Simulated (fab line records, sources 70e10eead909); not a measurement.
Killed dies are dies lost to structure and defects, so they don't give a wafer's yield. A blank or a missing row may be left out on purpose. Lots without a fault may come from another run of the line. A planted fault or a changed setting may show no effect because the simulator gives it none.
Which tool did it? | flow nand_harc | 24 lots, 72 wafers sampled, at 6 steps of a route of 1302

WHAT THE GAUGES READ, wafer by wafer
NHARC_A_CONTACT_CD_MEAS_08: target cd 200 nm.
lot  | measured     | on        | cd_nm (nm)
L074 | day 21 13:48 | cd_sem-02 | 199.7 200.3 200.6
L076 | day 22 17:03 | cd_sem-02 | 198.6 199.8 199.5
L075 | day 22 17:25 | cd_sem-02 | 199.0 200.3 200.4
L077 | day 22 19:28 | cd_sem-03 | 200.3 200.7 200.7
L079 | day 23 18:33 | cd_sem-03 | 200.1 199.0 198.7
L078 | day 23 18:42 | cd_sem-01 | 200.4 200.2 200.3
L080 | day 24 14:22 | cd_sem-02 | 200.1 200.0 199.6
L082 | day 25 08:26 | cd_sem-01 | 200.6 201.6 200.6
L081 | day 25 08:45 | cd_sem-02 | 200.2 201.1 199.6
L083 | day 25 19:04 | cd_sem-01 | 201.1 200.6 199.6
L086 | day 26 13:05 | cd_sem-01 | 200.9 199.9 199.4
L084 | day 26 16:13 | cd_sem-03 | 199.6 200.5 199.0
L085 | day 26 17:17 | cd_sem-02 | 199.6 200.8 201.1
L089 | day 27 18:12 | cd_sem-01 | 201.2 201.4 201.2
L088 | day 27 20:05 | cd_sem-01 | 200.3 200.7 199.8
L087 | day 28 01:45 | cd_sem-02 | 200.1 199.8 200.4
L091 | day 28 10:01 | cd_sem-03 | 200.2 200.4 201.0
L090 | day 28 10:35 | cd_sem-01 | 200.4 200.1 199.8
L093 | day 29 21:33 | cd_sem-01 | 199.6 200.4 200.4
L092 | day 29 22:34 | cd_sem-01 | 200.8 200.9 201.5
L095 | day 30 12:16 | cd_sem-02 | 201.0 200.2 199.5
L094 | day 30 18:29 | cd_sem-03 | 201.4 200.4 200.2
L096 | day 31 09:48 | cd_sem-01 | 199.5 200.7 200.2
L097 | day 31 22:17 | cd_sem-03 | 200.4 199.5 200.5

NHARC_A_CONTACT_OVL_MEAS_09.
lot  | measured     | on         | overlay_x_nm (nm) | overlay_y_nm (nm)
L074 | day 21 13:53 | overlay-01 | 1.0 1.2 1.0       | 0.3 0.7 0.9
L076 | day 22 17:08 | overlay-02 | 0.0 0.0 0.2       | 0.7 0.9 0.5
L075 | day 22 17:31 | overlay-01 | 0.8 0.6 1.0       | 0.0 -0.1 -0.8
L077 | day 22 19:34 | overlay-01 | 0.7 1.1 0.8       | -1.5 -1.3 -1.3
L079 | day 23 18:38 | overlay-02 | -1.4 -1.5 -1.4    | 0.3 0.4 0.0
L078 | day 23 18:47 | overlay-01 | -0.7 -1.1 -0.6    | -0.4 -0.8 -1.2
L080 | day 24 14:28 | overlay-02 | 1.0 1.4 0.2       | -0.1 -0.3 0.4
L082 | day 25 08:31 | overlay-01 | 0.5 -0.5 -0.3     | -0.8 -0.5 0.0
L081 | day 25 08:50 | overlay-01 | -1.5 -1.3 -0.8    | 0.6 0.6 0.3
L083 | day 25 19:09 | overlay-02 | 0.5 1.0 0.7       | -0.6 0.5 0.4
L086 | day 26 13:10 | overlay-02 | 0.8 0.5 0.3       | 0.2 0.3 0.1
L084 | day 26 16:18 | overlay-01 | -1.0 -1.2 -1.6    | 1.0 0.9 0.6
L085 | day 26 17:23 | overlay-02 | -0.2 -0.4 -0.1    | 0.3 0.1 -0.8
L089 | day 27 18:17 | overlay-02 | -0.1 0.2 -0.1     | -0.1 0.3 0.4
L088 | day 27 20:10 | overlay-02 | -1.6 -1.8 -1.5    | 1.3 0.9 1.1
L087 | day 28 01:50 | overlay-02 | -0.7 -0.3 0.1     | -0.6 -0.5 -0.2
L091 | day 28 10:07 | overlay-02 | -0.8 -0.9 -0.8    | -2.0 -2.4 -2.0
L090 | day 28 10:40 | overlay-02 | -1.2 -0.7 -0.5    | 1.3 1.6 1.4
L093 | day 29 21:38 | overlay-01 | -0.6 -0.9 -0.8    | 0.6 0.6 0.9
L092 | day 29 22:39 | overlay-01 | -0.4 0.1 1.3      | 0.5 0.6 0.3
L095 | day 30 12:21 | overlay-01 | -0.7 -0.2 -1.0    | 2.4 1.7 2.0
L094 | day 30 18:35 | overlay-02 | 0.4 0.3 -0.2      | -0.9 -0.7 -0.5
L096 | day 31 09:53 | overlay-02 | 0.1 -0.3 0.4      | -0.9 -1.1 -0.6
L097 | day 31 22:22 | overlay-01 | -1.0 -0.7 -1.3    | -0.6 -0.8 0.1

NHARC_A_BLC_INSPECT_12.
lot  | measured     | on                | raw_defect_count
L074 | day 21 20:07 | defect_inspect-02 | 120 112 113
L076 | day 22 23:42 | defect_inspect-02 | 156 128 160
L075 | day 23 00:32 | defect_inspect-02 | 17 22 28
L077 | day 23 01:59 | defect_inspect-01 | 22 25 20
L079 | day 24 00:51 | defect_inspect-01 | 49 33 41
L078 | day 24 01:52 | defect_inspect-01 | 69 72 61
L080 | day 24 20:55 | defect_inspect-02 | 65 55 58
L082 | day 25 14:58 | defect_inspect-01 | 78 74 53
L081 | day 25 15:13 | defect_inspect-01 | 119 132 127
L083 | day 26 03:13 | defect_inspect-02 | 68 82 95
L086 | day 26 19:27 | defect_inspect-01 | 130 137 142
L084 | day 26 22:40 | defect_inspect-01 | 67 73 59
L085 | day 27 00:17 | defect_inspect-02 | 96 93 94
L089 | day 28 00:52 | defect_inspect-01 | 97 109 107
L088 | day 28 02:39 | defect_inspect-02 | 78 62 60
L087 | day 28 08:13 | defect_inspect-01 | 57 68 54
L091 | day 28 16:28 | defect_inspect-01 | 98 97 91
L090 | day 28 17:14 | defect_inspect-01 | 87 68 77
L093 | day 30 04:00 | defect_inspect-02 | 81 82 72
L092 | day 30 07:50 | defect_inspect-02 | 141 183 151
L095 | day 30 18:50 | defect_inspect-01 | 113 130 143
L094 | day 31 01:31 | defect_inspect-02 | 39 45 31
L096 | day 31 16:14 | defect_inspect-02 | 68 67 66
L097 | day 32 05:17 | defect_inspect-01 | 132 147 131

WHICH TOOL RAN EACH LOT (tool, then ch and the chambers of the sampled wafers, then the start)
lot  | NHARC_A_CONTACT_DESCUM_13          | NHARC_A_CONTACT_ETCH_134             | NHARC_A_CONTACT_ETCH_98
L074 | rie_diel-04 ch 0,1,2, day 21 14:00 | har_cap_etch-03 ch 0,1, day 21 15:07 | rie_diel-04 ch 0,2,3, day 21 20:07 or earlier
L076 | rie_diel-04 ch 1,3, day 22 17:16   | har_cap_etch-03 ch 1, day 22 18:37   | rie_diel-01 ch 1,2, day 22 23:42 or earlier
L075 | rie_diel-01 ch 1,2, day 22 17:37   | har_cap_etch-02 ch 1, day 22 19:25   | rie_diel-04 ch 1,2, day 22 21:23
L077 | rie_diel-04 ch 0,1, day 22 19:39   | har_cap_etch-01 ch 0,1, day 22 20:59 | rie_diel-06 ch 1,2,3, day 23 01:59 or earlier
L079 | rie_diel-04 ch 0,1,3, day 23 18:44 | har_cap_etch-02 ch 0,1, day 23 19:53 | rie_diel-04 ch 0,1, day 24 00:51 or earlier
L078 | rie_diel-01 ch 0,1,3, day 23 18:53 | har_cap_etch-01 ch 0,1, day 23 20:01 | rie_diel-06 ch 0,1,3, day 24 01:52 or earlier
L080 | rie_diel-04 ch 0,1,3, day 24 14:37 | har_cap_etch-02 ch 0,1, day 24 15:43 | rie_diel-04 ch 2,3, day 24 20:55 or earlier
L082 | rie_diel-04 ch 0,1,2, day 25 08:38 | har_cap_etch-02 ch 0,1, day 25 09:44 | rie_diel-01 ch 0,1,3, day 25 14:58 or earlier
L081 | rie_diel-01 ch 1,2,3, day 25 08:57 | har_cap_etch-03 ch 0,1, day 25 10:05 | rie_diel-06 ch 0,1,3, day 25 15:13 or earlier
L083 | rie_diel-06 ch 1,2,3, day 25 19:15 | har_cap_etch-01 ch 0,1, day 25 22:03 | rie_diel-06 ch 0,2,3, day 26 00:04
L086 | rie_diel-04 ch 2,3, day 26 13:16   | har_cap_etch-02 ch 0,1, day 26 14:23 | rie_diel-04 ch 0,1, day 26 19:27 or earlier
L084 | rie_diel-04 ch 0,1,3, day 26 16:25 | har_cap_etch-03 ch 0,1, day 26 17:36 | rie_diel-04 ch 0,1,2, day 26 22:40 or earlier
L085 | rie_diel-06 ch 1,2,3, day 26 17:29 | har_cap_etch-01 ch 0,1, day 26 18:37 | rie_diel-04 ch 0,1,3, day 27 00:17 or earlier
L089 | rie_diel-04 ch 0,3, day 27 18:23   | har_cap_etch-01 ch 1, day 27 19:53   | rie_diel-04 ch 0,2,3, day 28 00:52 or earlier
L088 | rie_diel-04 ch 2,3, day 27 20:16   | har_cap_etch-02 ch 0,1, day 27 21:30 | rie_diel-04 ch 0,1,2, day 28 02:39 or earlier
L087 | rie_diel-04 ch 0,1, day 28 01:56   | har_cap_etch-03 ch 0,1, day 28 03:07 | rie_diel-04 ch 0,2, day 28 05:04
L091 | rie_diel-04 ch 0,2,3, day 28 10:13 | har_cap_etch-03 ch 0, day 28 11:21   | rie_diel-04 ch 0,1,2, day 28 16:28 or earlier
L090 | rie_diel-04 ch 1,3, day 28 10:46   | har_cap_etch-01 ch 0,1, day 28 12:13 | rie_diel-04 ch 0,1,3, day 28 17:14 or earlier
L093 | rie_diel-04 ch 0,1,3, day 29 21:45 | har_cap_etch-01 ch 0,1, day 29 22:52 | rie_diel-04 ch 0,2,3, day 30 04:00 or earlier
L092 | rie_diel-01 ch 0,2,3, day 29 22:46 | har_cap_etch-02 ch 0,1, day 29 23:54 | rie_diel-04 ch 0,1,2, day 30 07:50 or earlier
L095 | rie_diel-01 ch 0,2, day 30 12:28   | har_cap_etch-01 ch 0,1, day 30 13:34 | rie_diel-01 ch 0,3, day 30 18:50 or earlier
L094 | rie_diel-06 ch 1,2,3, day 30 18:41 | har_cap_etch-01 ch 0,1, day 30 19:52 | rie_diel-01 ch 0,2,3, day 31 01:31 or earlier
L096 | rie_diel-04 ch 2,3, day 31 09:59   | har_cap_etch-03 ch 0,1, day 31 11:07 | rie_diel-04 ch 0,1,3, day 31 16:14 or earlier
L097 | rie_diel-04 ch 0,2,3, day 31 23:02 | har_cap_etch-01 ch 0,1, day 32 00:22 | rie_diel-04 ch 1,2, day 32 05:17 or earlier
- NHARC_A_CONTACT_DESCUM_13: chemistry O2, time 3 s.
- NHARC_A_CONTACT_ETCH_134: etches the open film in C4F8/O2/Ar, time 140 s, target depth 700 nm.
- NHARC_A_CONTACT_ETCH_98: etches the open film in C4F6/O2, target depth 20 nm, time 10 s.

WHAT THE TOOLS THEMSELVES READ (means of the sampled wafers that have a number; where no wafer has one, the mark that the record gives instead)
NHARC_A_CONTACT_DESCUM_13.
lot  | tool        | drypump_motor_current_A (A) | oes_product_au (a.u.) | rf_vpp_V (V) | showerhead_plenum_p_Torr (Torr) | throttle_valve_pct (%)
L074 | rie_diel-04 | 6.1                         | 0.992                 | 57.7         | 1.87                            | 11.306
L076 | rie_diel-04 | 5.8                         | 0.983                 | 57.1         | 1.83                            | 11.319
L075 | rie_diel-01 | 6.4                         | 0.995                 | 58.0         | 1.91                            | 11.309
L077 | rie_diel-04 | 6.2                         | 0.993                 | 56.7         | 1.89                            | 11.308
L079 | rie_diel-04 | 6.1                         | 0.998                 | 56.7         | 1.89                            | 11.310
L078 | rie_diel-01 | 5.7                         | 1.004                 | 57.2         | 1.87                            | 11.298
L080 | rie_diel-04 | 6.1                         | 1.001                 | 57.7         | 1.89                            | 11.309
L082 | rie_diel-04 | 6.1                         | 1.004                 | 57.0         | 1.87                            | 11.315
L081 | rie_diel-01 | 5.8                         | 1.006                 | 58.0         | 1.87                            | 11.312
L083 | rie_diel-06 | 5.7                         | 1.014                 | 58.0         | 1.96                            | 11.311
L086 | rie_diel-04 | 5.8                         | 0.989                 | 57.8         | 1.79                            | 11.314
L084 | rie_diel-04 | 6.1                         | 1.000                 | 56.8         | 1.89                            | 11.309
L085 | rie_diel-06 | 5.7                         | 1.000                 | 57.9         | 1.95                            | 11.313
L089 | rie_diel-04 | 6.2                         | 1.004                 | 57.6         | 1.94                            | 11.310
L088 | rie_diel-04 | 5.7                         | 0.991                 | 57.4         | 1.80                            | 11.316
L087 | rie_diel-04 | 6.2                         | 1.009                 | 58.2         | 1.89                            | 11.307
L091 | rie_diel-04 | 6.0                         | 0.999                 | 56.9         | 1.86                            | 11.317
L090 | rie_diel-04 | 5.8                         | 0.992                 | 57.7         | 1.82                            | 11.310
L093 | rie_diel-04 | 6.0                         | 1.002                 | 58.2         | 1.88                            | 11.312
L092 | rie_diel-01 | 5.4                         | 0.996                 | 57.5         | 1.84                            | 11.309
L095 | rie_diel-01 | 5.6                         | 0.992                 | 57.3         | 1.87                            | 11.314
L094 | rie_diel-06 | 5.6                         | 1.002                 | 57.5         | 1.94                            | 11.315
L096 | rie_diel-04 | 5.7                         | 0.990                 | 57.0         | 1.80                            | 11.316
L097 | rie_diel-04 | 6.0                         | 1.009                 | 58.0         | 1.86                            | 11.314

NHARC_A_CONTACT_ETCH_98.
lot  | tool        | drypump_motor_current_A (A) | oes_product_au (a.u.) | rf_vpp_V (V) | showerhead_plenum_p_Torr (Torr) | throttle_valve_pct (%)
L074 | rie_diel-04 | 6.0                         | 0.953                 | 544          | 3.84                            | 26.897
L076 | rie_diel-01 | 6.0                         | 0.935                 | 547          | 3.90                            | 26.903
L075 | rie_diel-04 | 5.9                         | 0.936                 | 544          | 3.75                            | 26.903
L077 | rie_diel-06 | 5.7                         | 0.950                 | 548          | 4.02                            | 26.903
L079 | rie_diel-04 | 6.4                         | 0.956                 | 548          | 3.99                            | 26.899
L078 | rie_diel-06 | 5.9                         | 0.950                 | 550          | 4.08                            | 26.904
L080 | rie_diel-04 | 5.8                         | 0.958                 | 542          | 3.70                            | 26.904
L082 | rie_diel-01 | 5.7                         | 0.948                 | 545          | 3.84                            | 26.898
L081 | rie_diel-06 | 5.9                         | 0.947                 | 550          | 4.07                            | 26.898
L083 | rie_diel-06 | 5.7                         | 0.945                 | 549          | 4.03                            | 26.906
L086 | rie_diel-04 | 6.4                         | 0.951                 | 548          | 3.98                            | 26.907
L084 | rie_diel-04 | 6.1                         | 0.957                 | 545          | 3.85                            | 26.910
L085 | rie_diel-04 | 6.1                         | 0.939                 | 546          | 3.87                            | 26.900
L089 | rie_diel-04 | 6.0                         | 0.941                 | 545          | 3.83                            | 26.892
L088 | rie_diel-04 | 6.1                         | 0.955                 | 545          | 3.84                            | 26.909
L087 | rie_diel-04 | 6.1                         | 0.977                 | 545          | 3.81                            | 26.904
L091 | rie_diel-04 | 6.1                         | 0.947                 | 545          | 3.84                            | 26.903
L090 | rie_diel-04 | 6.1                         | 0.949                 | 546          | 3.87                            | 26.906
L093 | rie_diel-04 | 6.0                         | 0.954                 | 545          | 3.82                            | 26.904
L092 | rie_diel-04 | 6.1                         | 0.950                 | 545          | 3.84                            | 26.901
L095 | rie_diel-01 | 5.3                         | 0.953                 | 545          | 3.80                            | 26.904
L094 | rie_diel-01 | 5.4                         | 0.992                 | 544          | 3.79                            | 26.903
L096 | rie_diel-04 | 6.1                         | 0.938                 | 546          | 3.86                            | 26.905
L097 | rie_diel-04 | 5.9                         | 0.937                 | 542          | 3.70                            | 26.896

THE ANSWER, worked out from the rows above alone
Rule: what is usual is taken from the lots themselves. Put in order of their means at a reading, lots are off if they are a third of the lots or fewer, leave a main group of 4 or more, and stand apart from it by a gap of 3 or more times the standard deviation of the main group's means; of several such gaps the widest counts. A main group whose means are all the same, to the digits that the tables above print for the reading, isn't used. A lot without any number at a reading at which 4 lots or more have one is off too. The other lots that the step has rows for count as sound. The gauges are gone through in route order, then the tools' own readings, and for those a lot's mean is taken as printed above. The first step at which some lot is off is used, and at that step the reading that is off furthest; a lot without a number counts as furthest.
No lot is off at any reading shown: from this, nothing can be told.

WHAT THE SIMULATOR HAD PUT IN
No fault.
